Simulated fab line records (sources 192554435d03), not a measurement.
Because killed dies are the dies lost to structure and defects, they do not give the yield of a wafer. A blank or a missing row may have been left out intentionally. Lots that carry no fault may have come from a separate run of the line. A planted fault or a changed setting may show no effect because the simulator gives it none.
Problem report in the 8D (eight disciplines) form, filled by code || flow n5-finfet || the parts of the form that need people (team, actions taken, sign-off) are left out

== 1. THE PROBLEM ==
spin-speed-rpm at N5_BEOL_M5_COAT_65 reads a mean of 1218.2 rpm on 6 wafers of 2 lots; wafers without a fault read 1499.7 rpm with a standard deviation of 1.2. That is -99 or more standard deviations from the usual mean.
The step: time 60 s, resist thk 60 nm.
The first sign was on wafer L911.3 at day 13 19:23, on litho-track-05. Wafers with a number at this step in the record: 12, from 4 lots. The rule behind "out" and "out of limits": a value lying over 4 standard deviations away from the usual mean. The rest of the wafers with a number are treated as sound.

== 2. WHAT IT IS AND WHAT IT IS NOT ==
{"question": "which readings at this step", "is": "spin-speed-rpm", "is not": "-"}
{"question": "which lots", "is": "L911, L913", "is not": "L900, L912"}
{"question": "which wafers of those lots", "is": "all that have a number", "is not": "-"}
{"question": "read on which tools", "is": "litho-track-05", "is not": "litho-track-02"}
{"question": "when", "is": "from day 13 19:23", "is not": "up to then (6 sound wafers)"}

== 3. SUSPECTS, AND WHAT RULES EACH OUT ==
Counting: a tool at any process step up to the reading remains a suspect when it ran all the lots that are out and ran no sound lot after the first of those.
- litho-track-05 at N5_BEOL_M5_COAT_65 (time 60 s, resist thk 60 nm): kept. Every lot that is out went through it, starting with L911 (day 13 19:23), and after that it ran no sound lot; the last sound lot it ran before then is L900 (day 11 06:13). Out on those wafers are its own readings of spin-speed-rpm.
The count leaves litho-track-05 at N5_BEOL_M5_COAT_65.

== 4. THE CAUSE (what the simulator had put in) ==
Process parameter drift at N5_BEOL_M5_COAT_65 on litho-track-05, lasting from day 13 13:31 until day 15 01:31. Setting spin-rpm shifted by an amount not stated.
The count eliminated every tool but this one.

== 5. THE EFFECT CHAIN, in route order ==
Each row: a reading whose mean over the struck wafers that have a number lies more than 3 standard deviations from the usual. Scope: only readings with a usual standard deviation given in the record; hours: median across lots of the time from each lot's start at the first step in this table that gives one to its start at this step; sigmas: change in usual standard deviations.
{"hours": 0, "step": "N5_BEOL_M5_COAT_65", "reading": "spin-speed-rpm", "usual": "1499.7 rpm", "on struck wafers": 1218.2, "change": -281.5, "sigmas": "-99 or more"}
It contains these process steps:
- N5_BEOL_M5_COAT_65: time 60 s, resist thk 60 nm.

== 6. HOW IT WOULD HAVE BEEN CAUGHT EARLIER ==
In this record no reading fell out of limits until day 13 19:23, 6 hours after the fault had begun at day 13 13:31.
